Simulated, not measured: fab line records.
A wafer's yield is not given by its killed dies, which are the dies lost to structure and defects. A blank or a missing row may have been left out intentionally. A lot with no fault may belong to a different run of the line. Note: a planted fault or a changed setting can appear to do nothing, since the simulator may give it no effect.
A struck lot beside a sound one + flow n5-finfet + 15 out of 1938 route steps
Sound: these wafers, L307.2, L307.3, L307.5. Struck: wafers L322.2, L322.3. (L322.5 of the same lot was not struck and is left out.) The cause comes at the end.
Per side, at each step with rows, come the tool, then ch with its chambers, and then its first start. Under that, the readings that differ: sound wafers + struck wafers + difference of the means + sigmas: that difference in standard deviations of wafers without a fault.
alike: same words and numbers on both sides, and readings whose means sit less than 2 such deviations apart. not compared: any withheld reading, any reading some wafer has no value for, any bound like >300 that may hide the same value, and any number with overlapping values for which the record gives no deviation.
A row with sigmas, a row that says differs or no value, or rows on one side alone: a step with any of these is where the two part. Non-overlapping numbers with no deviation appear without sigmas and do not part them. A reading missing from all wafers of one side parts the sides only when that side holds two or more wafers.

first, 8 steps without rows for these wafers: N5_BEOL_M11_COAT_59 (time 60 s, resist thk 100 nm); N5_BEOL_M11_COAT_60 (time 60 s, resist thk 30 nm); N5_BEOL_M11_COAT_05 (resist thk 90 nm); N5_BEOL_M11_EBR_07; N5_BEOL_M11_SOFTBAKE_06 (time 60 s); N5_BEOL_M11_EXPOSE_08 (exposes mask M11); N5_BEOL_M11_PEB_09 (peb time 60 s); N5_BEOL_M11_DEVELOP_10 (develop time 30 s).
N5_BEOL_M11_CD_MEAS_11: the cd target is 64.1 nm.
  sound on cd-sem-01 ch 0, day 10 07:24; struck on cd-sem-01 ch 0, day 14 02:17
  alike: cd-nm
N5_BEOL_M11_OVL_MEAS_12:
  sound on overlay-01 ch 0, day 10 07:26; struck on overlay-01 ch 0, day 14 02:19
  alike: M11_OVL
N5_BEOL_M11_INSPECT_13: inspects for defects (brightfield).
  sound: defect-inspect-01 at day 10 07:27; struck: defect-inspect-02 at day 14 02:20
  alike: raw-defect-count
N5_BEOL_M11_DESCUM_16: chemistry O2, time 7.9 s.
  sound on rie-diel-04 ch 0,2,3, day 10 07:54; struck on rie-diel-04 ch 0,2, day 14 02:35
  alike: drypump-motor-current-A, oes-product-au, rf-fwd-power-W, rf-vpp-V, showerhead-plenum-p-Torr, throttle-valve-pct
  not compared: rf-hours-counter-h
N5_BEOL_M11_ETCH_61: etches SiARC in CF4, target depth 39 nm, time 65 s.
  sound on rie-diel-04 ch 0,2,3, day 10 07:56; struck on rie-diel-04 ch 0,2, day 14 02:37
| reading               | sound             | struck      | difference                    | sigmas |
|-----------------------|-------------------|-------------|-------------------------------|--------|
| etch-rf-on-time-s (s) | 64.9 64.3 65.7    | 105.1 103.8 | +39.5                         | +28    |
| rf-fwd-power-W (W)    | 537.9 539.8 539.9 | - -         | no value on the struck wafers |        |
  alike: drypump-motor-current-A, oes-product-au, rf-vpp-V, showerhead-plenum-p-Torr, throttle-valve-pct
  not compared: rf-hours-counter-h
N5_BEOL_M11_ETCH_62: etches SOC in N2/H2, target depth 110 nm, overetch 22 nm, time 165 s.
  sound on rie-diel-04 ch 0,2,3, day 10 07:59; struck on rie-diel-04 ch 0,2, day 14 02:40
  alike: drypump-motor-current-A, h2-flow-sccm, oes-product-au, rf-fwd-power-W, rf-vpp-V, showerhead-plenum-p-Torr, throttle-valve-pct
  not compared: rf-hours-counter-h
N5_PASSIVATION_PROBE_49:
  sound: prober-01 at day 12 08:13; struck: prober-01 at day 15 20:45
| reading         | sound  | struck | difference | sigmas |
|-----------------|--------|--------|------------|--------|
| killed-at-other | 6 3 10 | 1 0    | -6         | -2     |
  alike: defect-limited-yield, killed_at_M0_to_M3, killed_at_M4_up, killed-at-contacts, killed-at-front-end, killed-dies, killed-on-rim, killed-open, killed-short, sort_bin_4_leakage, sort_bin_5_function, sort_bin_6_memory, sort-n-pass, sort-yield-pct

== WHERE THEY PART ==
Last at N5_PASSIVATION_PROBE_49 as far as this record goes, first at N5_BEOL_M11_ETCH_61.

WHY: the cause the simulator had injected
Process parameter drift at N5_BEOL_M11_ETCH_61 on rie-diel-04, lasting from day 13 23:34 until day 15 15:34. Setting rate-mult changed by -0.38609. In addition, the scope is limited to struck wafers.
